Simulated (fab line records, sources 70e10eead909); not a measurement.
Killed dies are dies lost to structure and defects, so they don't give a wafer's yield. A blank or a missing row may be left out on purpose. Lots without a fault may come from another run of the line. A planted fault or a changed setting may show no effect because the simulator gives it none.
Which tool did it? | flow nand_harc | 6 lots, 18 wafers sampled, at 2 steps of a route of 1159

WHAT THE GAUGES READ, wafer by wafer
NHARC_A_BONDPAD_CD_MEAS_09: target cd 500 nm.
lot  | measured     | on        | cd_nm (nm)
L837 | day 18 08:48 | cd_sem-03 | 503.6 502.7 499.9
L836 | day 18 13:31 | cd_sem-02 | 498.1 501.5 502.9
L841 | day 19 06:56 | cd_sem-02 | 499.0 501.5 502.9
L842 | day 20 07:04 | cd_sem-01 | 500.6 503.1 503.6
L849 | day 21 16:39 | cd_sem-03 | 499.0 500.9 499.1
L856 | day 23 05:54 | cd_sem-02 | 503.0 502.5 500.6

WHICH TOOL RAN EACH LOT (tool, then ch and the chambers of the sampled wafers, then the start)
lot  | NHARC_A_CONTACT_ETCH_125
L837 | har_cap_etch-03 ch 0,1, day 17 03:04
L836 | har_cap_etch-03 ch 0,1, day 17 07:48
L841 | har_cap_etch-01 ch 0,1, day 18 03:22
L842 | har_cap_etch-02 ch 0,1, day 19 03:56
L849 | har_cap_etch-03 ch 0,1, day 20 08:22
L856 | har_cap_etch-01 ch 0,1, day 22 01:37
- NHARC_A_CONTACT_ETCH_125: etches the open film in C4F8/O2/Ar, time 155 s, target depth 956 nm.

THE ANSWER, worked out from the rows above alone
Rule: what is usual is taken from the lots themselves. Put in order of their means at a reading, lots are off if they are a third of the lots or fewer, leave a main group of 4 or more, and stand apart from it by a gap of 3 or more times the standard deviation of the main group's means; of several such gaps the widest counts. A main group whose means are all the same, to the digits that the tables above print for the reading, isn't used. A lot without any number at a reading at which 4 lots or more have one is off too. The other lots that the step has rows for count as sound.
No lot is off at any reading shown: from this, nothing can be told.

WHAT THE SIMULATOR HAD PUT IN
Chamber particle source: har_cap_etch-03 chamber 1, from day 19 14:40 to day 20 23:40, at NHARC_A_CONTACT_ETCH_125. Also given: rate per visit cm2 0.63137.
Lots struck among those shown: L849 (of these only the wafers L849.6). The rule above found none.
